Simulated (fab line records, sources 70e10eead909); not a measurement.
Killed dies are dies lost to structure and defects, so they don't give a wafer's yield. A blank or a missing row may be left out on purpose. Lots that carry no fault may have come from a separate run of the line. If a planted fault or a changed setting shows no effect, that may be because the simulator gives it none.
A lot that was struck, set against a sound lot | flow nand harc | 40 steps out of a route of 1302
Sound: the wafers L944.1, L944.3, L944.4. Struck: wafers L954.1, L954.2, L954.4. Last of all comes the cause.
At each step with rows: each side's tool, then ch and its chambers, then its first start. Under that, the readings that differ: sound wafers | struck wafers | difference of the means | sigmas: that difference in standard deviations of wafers without a fault.
alike: readings whose means differ by less than 2 such deviations, and words and numbers that are the same on both sides. not compared: withheld readings, readings that some wafer has no value for, bounds like >300 that may hide the same value, and numbers for which the record gives no deviation and whose values overlap.
Wherever a step has rows on one side only, a row that says differs or no value, or a row with sigmas, the two part there. Numbers that have no deviation but don't overlap get no sigmas and don't part them. Lack of a reading on every wafer of one side parts them only where that side has two or more wafers.

NHARC_P_M2_OVL_MEAS_10: pitch 340 nm.
  sound: overlay-01 at day 6 18:55; struck: overlay-02 at day 10 09:01
  alike: overlay x nm, overlay y nm
NHARC_P_M2_INSPECT_11:
  sound: defect inspect-01 at day 6 18:57; struck: defect inspect-02 at day 10 09:03
  alike: raw defect count
NHARC_P_M2_DESCUM_14: chemistry O2, time 3 s.
  sound on rie diel-08 ch 1,2,3, day 6 19:01; struck on rie diel-08 ch 0,1,3, day 10 09:07
  reading                | sound       | struck      | difference | sigmas
  rf hours counter h (h) | 3.8 4.0 4.4 | 1.7 1.9 2.0 | -2.2       |
  alike: drypump motor current A, oes product au, rf vpp V, showerhead plenum p Torr, throttle valve pct
then, 2 steps without rows for these wafers: NHARC_P_M2_ETCH_35 (etches the open film in N2/H2, target depth 40 nm, overetch 12 nm, time 43.94 s); NHARC_P_M2_ETCH_15 (etches the open film in C4F8/Ar, target depth 182.5 nm, time 91.2 s).
NHARC_P_M2_CD_MEAS_16:
  sound: cd sem-02 at day 6 19:19; struck: cd sem-01 at day 10 09:25
  alike: cd nm
then, 1 step without rows for these wafers: NHARC_P_M2_STRIP_18 (strips in N2/H2).
NHARC_P_M2_ETCH_28: etches the open film in CF4/N2, target depth 30 nm, time 72.99 s.
  sound: rie diel-02 ch 0,2; struck: rie diel-08 ch 1,2,3
  alike: drypump motor current A, oes product au, rf vpp V, showerhead plenum p Torr, throttle valve pct
  not compared: rf hours counter h
then, 1 step without rows for these wafers: NHARC_P_M2_STRIP_19 (strips in post etch residue remover, time 600 s).
NHARC_P_M2_DEGAS_29: time 60 s.
  sound: pvd sputter-02 at day 6 20:06; struck: pvd sputter-03 at day 10 10:08
  alike: heater power w
then, 2 steps without rows for these wafers: NHARC_P_M2_PRE_CLEAN_30 (time 30 s); NHARC_P_M2_PVD_20 (deposits TaN, target thk 5 nm, time 8.06 s).
NHARC_P_M2_PVD_21: deposits Cu, target thk 30 nm, time 20.49 s.
  sound: pvd sputter-02 at day 6 20:20; struck: pvd sputter-03 at day 10 10:22
  alike: throttle valve pct
then, 8 steps without rows for these wafers: NHARC_P_M2_ECD_22 (material Cu, target thk 400 nm); NHARC_P_M2_ANNEAL_31 (time 90 s); NHARC_P_M2_CMP_23 (polishes, t overpolish 20 s, target thk 144.3 nm); NHARC_P_M2_SRD_25; NHARC_P_M2_PRE_CLEAN_32 (time 12 s); NHARC_P_M2_DEP_33 (deposits SiCN, target thk 30 nm); NHARC_P_BONDPAD_DEP_00 (deposits SiCN, target thk 250 nm); NHARC_P_BONDPAD_CMP_32 (polishes SiCN, target thk 200 nm).
NHARC_P_BONDPAD_THK_MEAS_33: measures by ellipsometry.
  sound: film metro-02 at day 6 22:52; struck: film metro-02 at day 10 12:55
  alike: thk nm
then, 10 steps without rows for these wafers: NHARC_P_BONDPAD_SRD_34; NHARC_P_BONDPAD_DEHYDRATE_01 (time 120 s); NHARC_P_BONDPAD_HMDS_02 (time 30 s); NHARC_P_BONDPAD_COAT_36 (time 65 s); NHARC_P_BONDPAD_COAT_03 (resist thk 600 nm); NHARC_P_BONDPAD_SOFTBAKE_04 (time 70 s); NHARC_P_BONDPAD_EBR_05; NHARC_P_BONDPAD_EXPOSE_06 (exposes mask P BPAD); NHARC_P_BONDPAD_PEB_07 (peb time 80 s); NHARC_P_BONDPAD_DEVELOP_08 (time 50 s).
NHARC_P_BONDPAD_CD_MEAS_09: the cd target is 500 nm.
  sound on cd sem-01 ch 0, day 6 23:28; struck on cd sem-03 ch 0, day 10 13:22
  alike: cd nm
NHARC_P_BONDPAD_OVL_MEAS_38:
  sound: overlay-01 at day 6 23:33; struck: overlay-02 at day 10 13:27
  reading           | sound    | struck | difference | sigmas
  overlay y nm (nm) | -7 -7 -6 | 7 7 7  | +14        | +2
  alike: overlay x nm
then, 1 step without rows for these wafers: NHARC_P_BONDPAD_HARDBAKE_10 (time 65 s).
NHARC_P_BONDPAD_DESCUM_11: chemistry O2, time 3 s.
  sound on rie diel-01 ch 0,2,3, day 6 23:41; struck on rie diel-12 ch 0,2,3, day 10 13:34
  reading                | sound             | struck            | difference | sigmas
  oes product au (a.u.)  | 0.990 0.981 0.986 | 1.006 1.007 0.997 | +0.018     | +2
  rf hours counter h (h) | 6.2 5.9 4.4       | 2.9 3.0 2.9       | -2.6       |
  alike: drypump motor current A, rf vpp V, showerhead plenum p Torr, throttle valve pct
NHARC_P_BONDPAD_ETCH_37: etches the open film in N2/H2, target depth 60 nm, overetch 18 nm, time 65.91 s.
  sound on rie diel-01 ch 0,2,3, day 6 23:46; struck on rie diel-12 ch 1,2,3, day 10 13:40
  reading                | sound       | struck      | difference | sigmas
  rf hours counter h (h) | 4.5 5.9 6.2 | 3.0 2.7 3.1 | -2.6       |
  alike: drypump motor current A, h2 flow sccm, oes product au, rf vpp V, showerhead plenum p Torr, throttle valve pct
then, 1 step without rows for these wafers: NHARC_P_BONDPAD_ETCH_12 (etches the open film in CHF3/O2, target depth 200 nm, time 100 s).
NHARC_P_BONDPAD_CD_MEAS_13:
  sound: cd sem-03 at day 6 23:59; struck: cd sem-02 at day 10 13:53
  alike: cd nm
-- jump in the record: it breaks off in module P_BONDPAD and resumes in module END (first step shown: number 1302 of the route), and 18 days separate the struck wafers' starts before and after --
NHARC_END_SORT_01:
  here the record holds rows for the struck wafers (prober-01 ch 0, day 28 04:42) but none for the sound ones

== WHERE THEY PART ==
First at NHARC_P_BONDPAD_OVL_MEAS_38; last, within this record, at NHARC_END_SORT_01.

WHY: the cause the simulator had injected
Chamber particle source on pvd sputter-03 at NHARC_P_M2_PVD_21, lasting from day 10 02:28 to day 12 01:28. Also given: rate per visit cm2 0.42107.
